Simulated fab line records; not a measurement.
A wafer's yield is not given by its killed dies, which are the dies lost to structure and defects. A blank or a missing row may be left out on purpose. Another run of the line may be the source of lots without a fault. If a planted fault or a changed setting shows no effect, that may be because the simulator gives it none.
fab line records ; flow n5_finfet
record: lots: 7; wafers: 39
route steps=1938 shown ZERO_LAYER@4 FIN_SAQP@96 SD_EPI_N@278 HKMG_FIN@419
start_h: the number of hours between the record's first day and the start of the first shown wafer of the lot ; wait_h: hours from the lot's prior step to this one ; " same as the row above ; L1.1+2: several wafers, shown together as one row ; - value missing, or start not given ; * or withheld: withheld ; < > ~ a bound
route shown NAME@n: NAME is a module with steps in the file, n the number in the route of the first one ; usual: mean/standard deviation of fault-free wafers ; same: alike in all rows ; chamber/n: place in a boat ; sites: each site's reading ; _std_site: their standard deviation ; _edge_site: inner sites' mean taken away from outer sites' mean ; radius_mm: how far each site lies from the wafer's centre ; mask NAME#n: copy n ; behind: the last tool/chamber to shape the wafer ; hold: why the lot went on hold/how many hours it stayed there/how the hold came to an end ; device: transistor that didn't switch, given as n, p or np ; end of line: tests of these same wafers at the route's end ; step lacking rows: just its recipe ; killed: dies that structure and defects cost at the first sort, which is not the same as the wafer's yield ; map: dies across one wafer; x = killed, . = not, _ = none there
set.NAME: the run value of the setting; set.NAME@STEP: its run value at that earlier step ; model.NAME: the simulator's own value behind a step, which no gauge read
lots where settings were altered on purpose, with a table for each step and a row for each wafer
== steps ==
step: N5_ZERO_LAYER_PECVD_02
recipe: material: SiO2; target_thk_a: 100; temp_c: 400; precursor: SiH4/N2O; pressure_torr: 0.75; rf_w: 275; time_s: 6
lot.wafer;tool;chamber;start_h;wait_h;set.time_s;model.SiO2_of_ZERO_LAYER_PECVD_02.thk_nm
L076.1;pecvd-01;1;24.28;0.0;7.859;13.23
L076.2;pecvd-01;2;24.28;0.0;6;9.678
L076.3;pecvd-01;0;24.28;0.0;6;9.95
L076.4;pecvd-01;2;24.28;0.0;7.859;13.2
L076.5;pecvd-01;0;24.28;0.0;6;10.24
L076.6;pecvd-01;1;24.28;0.0;7.859;13.4
L079.1;pecvd-01;0;42.29;0.0;3.878;6.263
L079.2;pecvd-01;2;42.29;0.0;6;9.575
L079.3;pecvd-01;1;42.29;0.0;3.878;6.285
L079.4;pecvd-01;0;42.29;0.0;6;9.895
L079.5;pecvd-01;1;42.29;0.0;3.878;6.507
L079.6;pecvd-01;2;42.29;0.0;6;9.867
L083.2;pecvd-01;0;66.30;0.0;6;10.06
L083.5;pecvd-01;0;66.30;0.0;6;10.28
L083.6;pecvd-01;2;66.30;0.0;6;10.04
L088.1;pecvd-03;1;96.30;0.0;6;9.853
L088.2;pecvd-03;2;96.30;0.0;6;9.851
L088.3;pecvd-03;0;96.30;0.0;6;10.08
L088.4;pecvd-03;0;96.30;0.0;6;10.2
L088.5;pecvd-03;2;96.30;0.0;6;10.04
L088.6;pecvd-03;1;96.30;0.0;6;10.11
L092.1;pecvd-04;1;120.28;0.0;6;10.06
L092.2;pecvd-04;0;120.28;0.0;6;10.01
L092.3;pecvd-04;2;120.28;0.0;6;9.887
L092.4;pecvd-04;2;120.28;0.0;6;10.22
L092.5;pecvd-04;1;120.28;0.0;6;10.19
L092.6;pecvd-04;0;120.28;0.0;6;10.13
L095.1;pecvd-01;0;138.28;0.0;6;10.15
L095.2;pecvd-01;1;138.28;0.0;6;10.14
L095.3;pecvd-01;2;138.28;0.0;6;10.09
L095.4;pecvd-01;2;138.28;0.0;6;10.16
L095.5;pecvd-01;0;138.28;0.0;6;10.26
L095.6;pecvd-01;1;138.28;0.0;6;10.05
L097.1;pecvd-04;2;150.47;0.0;6;9.785
L097.2;pecvd-04;0;150.47;0.0;6;9.95
L097.3;pecvd-04;1;150.47;0.0;6;9.82
L097.4;pecvd-04;0;150.47;0.0;6;9.889
L097.5;pecvd-04;1;150.47;0.0;6;9.968
L097.6;pecvd-04;2;150.47;0.0;6;10.04
step: N5_FIN_SAQP_HM_DEP_03
recipe: material: SiNx; target_thk_a: 380; temp_c: 400; precursor: SiH4/NH3/N2; pressure_torr: 1.5; rf_w: 300; time_s: 33.6
lot.wafer;tool;chamber;start_h;wait_h;set.target_thk_a;model.SiNx_of_FIN_SAQP_HM_DEP_03.thk_nm
L076.1;pecvd-03;1;33.08;0.2;380;37.97
L076.2;pecvd-03;0;33.08;0.2;191.5;19.17
L076.3;pecvd-03;2;33.08;0.2;380;37.2
L076.4;pecvd-03;2;33.08;0.2;380;37.82
L076.5;pecvd-03;1;33.08;0.2;191.5;19.3
L076.6;pecvd-03;0;33.08;0.2;191.5;19.66
L079.1;pecvd-03;2;50.36;0.2;380;37.58
L079.2;pecvd-03;0;50.36;0.2;380;38.22
L079.3;pecvd-03;1;50.36;0.2;380;38.59
L079.4;pecvd-03;2;50.36;0.2;475.5;48.1
L079.5;pecvd-03;1;50.36;0.2;475.5;48.27
L079.6;pecvd-03;0;50.36;0.2;475.5;48.38
L083.2;pecvd-03;1;75.50;0.2;380;38.7
L083.5;pecvd-03;1;75.50;0.2;380;39.17
L083.6;pecvd-03;0;75.50;0.2;380;39.43
L088.1;pecvd-03;0;106.48;0.2;380;38.57
L088.2;pecvd-03;1;106.48;0.2;288.9;29.49
L088.3;pecvd-03;2;106.48;0.2;288.9;28.95
L088.4;pecvd-03;0;106.48;0.2;380;38.71
L088.5;pecvd-03;2;106.48;0.2;288.9;29.54
L088.6;pecvd-03;1;106.48;0.2;380;39.05
L092.1;pecvd-02;1;129.12;0.2;380;37.83
L092.2;pecvd-02;0;129.12;0.2;474;46.81
L092.3;pecvd-02;2;129.12;0.2;474;47.24
L092.4;pecvd-02;2;129.12;0.2;380;38.47
L092.5;pecvd-02;0;129.12;0.2;474;47.03
L092.6;pecvd-02;1;129.12;0.2;380;38.68
L095.1;pecvd-03;0;147.60;0.2;380;37.81
L095.2;pecvd-03;1;147.60;0.2;380;38.14
L095.3;pecvd-03;2;147.60;0.2;380;37.85
L095.4;pecvd-03;0;147.60;0.2;380;38.41
L095.5;pecvd-03;2;147.60;0.2;380;38.26
L095.6;pecvd-03;1;147.60;0.2;380;38.67
L097.1;pecvd-03;0;159.08;0.2;579.2;57.81
L097.2;pecvd-03;2;159.08;0.2;579.2;58.04
L097.3;pecvd-03;1;159.08;0.2;380;38.17
L097.4;pecvd-03;0;159.08;0.2;380;38.36
L097.5;pecvd-03;1;159.08;0.2;380;38.61
L097.6;pecvd-03;2;159.08;0.2;579.2;58.25
step: N5_FIN_SAQP_THK_MEAS_05
usual: thk_nm: 38.2/0.55
lot.wafer;tool;chamber;start_h;wait_h;set.target_thk_a@FIN_SAQP_HM_DEP_03;thk_nm
L076.1;film_metro-01;-;33.18;0.1;380;38.0
L076.2;film_metro-01;-;33.18;0.1;191.5;19.1
L076.3;film_metro-01;-;33.18;0.1;380;37.2
L076.4;film_metro-01;-;33.18;0.1;380;37.8
L076.5;film_metro-01;-;33.18;0.1;191.5;19.3
L076.6;film_metro-01;-;33.18;0.1;191.5;19.6
L079.1;film_metro-01;-;50.44;0.1;380;37.6
L079.2;film_metro-01;-;50.44;0.1;380;38.3
L079.3;film_metro-01;-;50.44;0.1;380;38.6
L079.4;film_metro-01;-;50.44;0.1;475.5;48.2
L079.5;film_metro-01;-;50.44;0.1;475.5;48.3
L079.6;film_metro-01;-;50.44;0.1;475.5;48.3
L083.2;film_metro-02;-;75.58;0.1;380;38.7
L083.5;film_metro-02;-;75.58;0.1;380;39.1
L083.6;film_metro-02;-;75.58;0.1;380;39.4
L088.1;film_metro-02;-;106.57;0.1;380;38.6
L088.2;film_metro-02;-;106.57;0.1;288.9;29.5
L088.3;film_metro-02;-;106.57;0.1;288.9;29.0
L088.4;film_metro-02;-;106.57;0.1;380;38.7
L088.5;film_metro-02;-;106.57;0.1;288.9;29.5
L088.6;film_metro-02;-;106.57;0.1;380;39.0
L092.1;film_metro-01;-;129.20;0.1;380;37.8
L092.2;film_metro-01;-;129.20;0.1;474;46.8
L092.3;film_metro-01;-;129.20;0.1;474;47.2
L092.4;film_metro-01;-;129.20;0.1;380;38.5
L092.5;film_metro-01;-;129.20;0.1;474;47.0
L092.6;film_metro-01;-;129.20;0.1;380;38.7
L095.1;film_metro-01;-;147.68;0.1;380;37.8
L095.2;film_metro-01;-;147.68;0.1;380;38.2
L095.3;film_metro-01;-;147.68;0.1;380;37.9
L095.4;film_metro-01;-;147.68;0.1;380;38.4
L095.5;film_metro-01;-;147.68;0.1;380;38.3
L095.6;film_metro-01;-;147.68;0.1;380;38.6
L097.1;film_metro-01;-;159.16;0.1;579.2;57.8
L097.2;film_metro-01;-;159.16;0.1;579.2;58.1
L097.3;film_metro-01;-;159.16;0.1;380;38.2
L097.4;film_metro-01;-;159.16;0.1;380;38.3
L097.5;film_metro-01;-;159.16;0.1;380;38.6
L097.6;film_metro-01;-;159.16;0.1;579.2;58.2
step: N5_FIN_SAQP_PECVD_47
recipe: material: a-Si; target_thk_a: 450; temp_c: 400; precursor: SiH4/He; pressure_torr: 3; rf_w: 100; time_s: 36.3
step: N5_FIN_SAQP_PECVD_48
recipe: material: SiNx; target_thk_a: 250; temp_c: 400; precursor: SiH4/NH3/N2; pressure_torr: 1.5; rf_w: 300; time_s: 22.1
step: N5_FIN_SAQP_MANDREL2_REMOVE_60
recipe: chemistry: HBr/Cl2/O2; bt_time_s: 10; target: a-Si; stop_on: SiNx; endpoint: OES-SiCl; over_etch_frac: 1; icp_w: 600; bias_w: 22; HBr_flow_sccm: 150; Cl2_flow_sccm: 80; O2_flow_sccm: 5; pressure_mtorr: 10
step: N5_FIN_SAQP_HM_OPEN_33
recipe: chemistry: CH3F/O2; target: SiNx; mask_material: SiO2; target_depth_a: 494; time_s: 70.6; pressure_mtorr: 30; source_w: 395; bias_w: 73; Ar_flow_sccm: 150; CH3F_flow_sccm: 30; O2_flow_sccm: 20; ion_energy_ev: 120; ends: cleared
usual: etch_rf_on_time_s: 69.3/1.5
lot.wafer;tool;chamber;start_h;wait_h;set.target_thk_a@FIN_SAQP_HM_DEP_03;etch_rf_on_time_s;model.etch.depth_nm
L076.1;rie_diel-03;3;37.76;0.0;380;69.9;37.29
L076.2;rie_diel-03;0;37.76;0.0;191.5;33.8;18.54
L076.3;rie_diel-03;1;37.76;0.0;380;68.2;36.57
L076.4;rie_diel-03;2;37.76;0.0;380;69.0;37.08
L076.5;rie_diel-03;3;37.76;0.0;191.5;34.6;18.62
L076.6;rie_diel-03;0;37.76;0.0;191.5;34.8;19.03
L079.1;rie_diel-01;1;54.92;0.0;380;70.2;36.95
L079.2;rie_diel-01;2;54.92;0.0;380;70.9;37.54
L079.3;rie_diel-01;3;54.92;0.0;380;68.1;37.77
L079.4;rie_diel-01;0;54.92;0.0;475.5;88.3;47.48
L079.5;rie_diel-01;1;54.92;0.0;475.5;90.2;47.64
L079.6;rie_diel-01;0;54.92;0.0;475.5;87.7;47.55
L083.2;rie_diel-01;2;81.26;0.1;380;72.9;38.07
L083.5;rie_diel-01;1;81.26;0.1;380;72.5;38.49
L083.6;rie_diel-01;0;81.26;0.1;380;71.8;38.61
L088.1;rie_diel-03;0;112.09;0.2;380;69.3;37.92
L088.2;rie_diel-03;2;112.09;0.2;288.9;54.5;28.85
L088.3;rie_diel-03;1;112.09;0.2;288.9;53.3;28.32
L088.4;rie_diel-03;3;112.09;0.2;380;71.1;38.08
L088.5;rie_diel-03;3;112.09;0.2;288.9;54.4;28.91
L088.6;rie_diel-03;2;112.09;0.2;380;72.0;38.41
L092.1;rie_diel-06;3;133.74;0.0;380;69.1;37.2
L092.2;rie_diel-06;1;133.74;0.0;474;85.9;46.14
L092.3;rie_diel-06;2;133.74;0.0;474;83.4;46.61
L092.4;rie_diel-06;0;133.74;0.0;380;68.7;37.65
L092.5;rie_diel-06;1;133.74;0.0;474;85.9;46.4
L092.6;rie_diel-06;0;133.74;0.0;380;70.0;38.05
L095.1;rie_diel-06;3;152.24;0.0;380;69.6;37.19
L095.2;rie_diel-06;1;152.24;0.0;380;69.1;37.51
L095.3;rie_diel-06;2;152.24;0.0;380;66.9;37.12
L095.4;rie_diel-06;0;152.24;0.0;380;69.5;37.73
L095.5;rie_diel-06;2;152.24;0.0;380;67.4;37.58
L095.6;rie_diel-06;3;152.24;0.0;380;71.4;37.94
L097.1;rie_diel-06;0;163.50;0.0;579.2;105.3;57.13
L097.2;rie_diel-06;2;163.50;0.0;579.2;101.4;57.41
L097.3;rie_diel-06;3;163.50;0.0;380;69.2;37.35
L097.4;rie_diel-06;1;163.50;0.0;380;68.8;37.73
L097.5;rie_diel-06;3;163.50;0.0;380;69.4;37.78
L097.6;rie_diel-06;2;163.50;0.0;579.2;102.4;57.57
step: N5_FIN_SAQP_ETCH_34
recipe: chemistry: C4F6/O2; target: SiO2; target_depth_a: 450; time_s: 15; ion_energy_ev: 250; pressure_mtorr: 30; source_w: 345; bias_w: 185; Ar_flow_sccm: 300; C4F6_flow_sccm: 10; O2_flow_sccm: 10; ends: cleared
step: N5_FIN_SAQP_STRIP_77
recipe: chemistry: N2/H2; time_s: 90; power_w: 100; temp_c: 40; pressure_mtorr: 100; rf_frequency_hz: 6e+07; bias_power_w: 3; n2_flow_sccm: 300; h2_flow_sccm: 300
step: N5_FIN_SAQP_ETCH_64
recipe: chemistry: CF4; target: SiO2; target_depth_a: 15; ion_energy_ev: 350; pressure_mtorr: 10; icp_w: 800; bias_w: 400; cf4_flow_sccm: 80
step: N5_FIN_SAQP_FIN_ETCH_36
recipe: chemistry: HBr/Cl2/O2; target_depth_a: 1200; mask_material: SiNx; time_s: 50.4; bias_w: 102; pressure_mtorr: 10; icp_w: 800; HBr_flow_sccm: 150; Cl2_flow_sccm: 80; O2_flow_sccm: 12
lot.wafer;tool;chamber;start_h;wait_h;set.target_thk_a@FIN_SAQP_HM_DEP_03;model.SiNx_of_FIN_SAQP_HM_DEP_03.thk_nm
L076.1;rie_si-01;1;38.05;0.0;380;21
L076.2;rie_si-01;0;38.05;0.0;191.5;2.4
L076.3;rie_si-01;2;38.05;0.0;380;20.2
L076.4;rie_si-01;3;38.05;0.0;380;20.6
L076.5;rie_si-01;0;38.05;0.0;191.5;2.6
L076.6;rie_si-01;3;38.05;0.0;191.5;2.8
L079.1;rie_si-01;3;55.20;0.0;380;20.6
L079.2;rie_si-01;0;55.20;0.0;380;21.6
L079.3;rie_si-01;1;55.20;0.0;380;21.4
L079.4+5+6;rie_si-01;2,3,2;55.20;0.0;475.5;31.2
L083.2;rie_si-01;3;81.55;0.0;380;21.8
L083.5+6;rie_si-01;0,1;81.55;0.0;380;22.4
L088.1+4;rie_si-03;2,3;112.37;0.0;380;21.8
L088.2;rie_si-03;0;112.37;0.0;288.9;12.6
L088.3;rie_si-03;1;112.37;0.0;288.9;12.2
L088.5;rie_si-03;0;112.37;0.0;288.9;12.8
L088.6;rie_si-03;3;112.37;0.0;380;22
L092.1;rie_si-01;1;134.03;0.0;380;20.8
L092.2;rie_si-01;2;134.03;0.0;474;29.8
L092.3;rie_si-01;0;134.03;0.0;474;30.6
L092.4;rie_si-01;3;134.03;0.0;380;21.2
L092.5;rie_si-01;2;134.03;0.0;474;30
L092.6;rie_si-01;3;134.03;0.0;380;21.6
L095.1+4+5;rie_si-03;2,0,3;152.53;0.0;380;21.2
L095.2;rie_si-03;1;152.53;0.0;380;21.4
L095.3;rie_si-03;3;152.53;0.0;380;20.8
L095.6;rie_si-03;2;152.53;0.0;380;22
L097.1;rie_si-01;2;163.79;0.0;579.2;40.8
L097.2+6;rie_si-01;0,2;163.79;0.0;579.2;41.2
L097.3;rie_si-01;3;163.79;0.0;380;21
L097.4;rie_si-01;1;163.79;0.0;380;21.2
L097.5;rie_si-01;3;163.79;0.0;380;21.6
step: N5_SD_EPI_N_ETCH_45
recipe: chemistry: CH3F/O2; target: SiOCN; target_depth_a: 60; mask_material: SOC; ion_energy_ev: 60; bias_w: 29; pressure_mtorr: 15; source_w: 410; Ar_flow_sccm: 150; CH3F_flow_sccm: 30; O2_flow_sccm: 20
lot.wafer;tool;chamber;start_h;wait_h;set.target_depth_a;model.etch.depth_nm
L076.1;rie_diel-06;3;60.56;0.1;60;6.01
L076.2;rie_diel-06;0;60.56;0.1;60;6.017
L076.3;rie_diel-06;2;60.56;0.1;60;6.262
L076.4;rie_diel-06;1;60.56;0.1;60;6.048
L076.5;rie_diel-06;0;60.56;0.1;60;6.039
L076.6;rie_diel-06;3;60.56;0.1;60;6.013
L079.1;rie_diel-06;1;77.12;0.1;74.71;7.471
L079.2;rie_diel-06;0;77.12;0.1;74.71;7.485
L079.3;rie_diel-06;3;77.12;0.1;60;5.987
L079.4;rie_diel-06;2;77.12;0.1;60;6.227
L079.5;rie_diel-06;0;77.12;0.1;74.71;7.504
L079.6;rie_diel-06;1;77.12;0.1;60;6.085
L083.2;rie_diel-06;0;111.10;0.1;60;5.966
L083.5;rie_diel-06;3;111.10;0.1;60;5.993
L083.6;rie_diel-06;2;111.10;0.1;60;6.227
L088.1;rie_diel-01;0;134.54;0.1;60;5.989
L088.2;rie_diel-01;3;134.54;0.1;60;6.103
L088.3;rie_diel-01;2;134.54;0.1;77.83;7.593
L088.4;rie_diel-01;1;134.54;0.1;77.83;7.636
L088.5;rie_diel-01;0;134.54;0.1;60;5.983
L088.6;rie_diel-01;3;134.54;0.1;77.83;7.836
L092.1;rie_diel-03;2;159.38;0.1;60;5.964
L092.2;rie_diel-03;3;159.38;0.1;60;6.103
L092.3;rie_diel-03;0;159.38;0.1;89.13;9.067
L092.4;rie_diel-03;1;159.38;0.1;89.13;8.945
L092.5;rie_diel-03;1;159.38;0.1;89.13;8.909
L092.6;rie_diel-03;2;159.38;0.1;60;5.952
L095.1;rie_diel-03;0;174.55;0.1;60;6.065
L095.2;rie_diel-03;2;174.55;0.1;60;5.981
L095.3;rie_diel-03;1;174.55;0.1;60;5.93
L095.4;rie_diel-03;3;174.55;0.1;60;6.085
L095.5;rie_diel-03;0;174.55;0.1;60;6.022
L095.6;rie_diel-03;3;174.55;0.1;60;6.058
L097.1;rie_diel-01;2;189.98;0.1;95.12;9.264
L097.2;rie_diel-01;0;189.98;0.1;95.12;9.464
L097.3;rie_diel-01;1;189.98;0.1;60;6.013
L097.4;rie_diel-01;3;189.98;0.1;60;6.159
L097.5;rie_diel-01;2;189.98;0.1;95.12;9.265
L097.6;rie_diel-01;1;189.98;0.1;60;6.012
step: N5_HKMG_FIN_ALD_36
recipe: material: TiN; target_thk_a: 10; temp_c: 400; ald_precursor_family: TiCl4; ald_co_reactant: NH3; pulse_time_s: 1; purge_time_s: 3; co_reactant_purge_time_s: 2; co_reactant_pulse_time_s: 2; ald_cycles: 47; pressure_torr: 3
lot.wafer;tool;chamber;start_h;wait_h;set.ald_cycles;model.TiN_of_HKMG_FIN_ALD_36.thk_nm
L076.1+2+3+4+5+6;ald_metal-01;3,2,1,0,3,2;85.20;0.0;47;1
L079.1+3+4;ald_metal-02;2,1,3;101.68;0.0;56;1.2
L079.2+5+6;ald_metal-02;0,1,0;101.68;0.0;47;1
L083.2+5+6;ald_metal-02;0,2,3;135.25;0.0;47;1
L088.1;ald_metal-02;1;161.31;0.0;61;1.2
L088.2+4+5;ald_metal-02;3,0,1;161.31;0.0;47;1
L088.3+6;ald_metal-02;0,3;161.31;0.0;61;1.4
L092.1+2+3+4+5+6;ald_metal-04;0,2,3,1,1,2;184.75;0.0;47;1
L095.1+2+6;ald_metal-02;0,1,0;200.76;0.0;47;1
L095.3+4+5;ald_metal-02;3,2,3;200.76;0.0;25;0.6
L097.1+3+5;ald_metal-02;2,3,3;213.50;0.0;47;1
L097.2+4+6;ald_metal-02;1,0,2;213.50;0.0;66;1.4
== key ==
split: step: N5_ZERO_LAYER_PECVD_02; setting: time_s; stated: 6; by: wafer
response: step: N5_ZERO_LAYER_PECVD_02; reading: model.SiO2_of_ZERO_LAYER_PECVD_02.thk_nm; change: +0.101; per: 1%; r: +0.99
split: step: N5_FIN_SAQP_HM_DEP_03; setting: target_thk_a; stated: 380; by: wafer
response: step: N5_FIN_SAQP_HM_DEP_03; reading: model.SiNx_of_FIN_SAQP_HM_DEP_03.thk_nm; change: +0.375; per: 1%; r: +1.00
response: step: N5_FIN_SAQP_THK_MEAS_05; reading: thk_nm; change: *; per: 1%; r: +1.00
response: step: N5_FIN_SAQP_HM_OPEN_33; reading: etch_rf_on_time_s; change: *; per: 1%; r: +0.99
response: step: N5_FIN_SAQP_HM_OPEN_33; reading: model.etch.depth_nm; change: +0.375; per: 1%; r: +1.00
response: step: N5_FIN_SAQP_FIN_ETCH_36; reading: model.SiNx_of_FIN_SAQP_HM_DEP_03.thk_nm; change: +0.374; per: 1%; r: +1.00
split: step: N5_SD_EPI_N_ETCH_45; setting: target_depth_a; stated: 60; by: wafer
response: step: N5_SD_EPI_N_ETCH_45; reading: model.etch.depth_nm; change: +0.0576; per: 1%; r: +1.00
split: step: N5_HKMG_FIN_ALD_36; setting: ald_cycles; stated: 47; by: wafer
response: step: N5_HKMG_FIN_ALD_36; reading: model.TiN_of_HKMG_FIN_ALD_36.thk_nm; change: +0.00958; per: 1%; r: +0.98
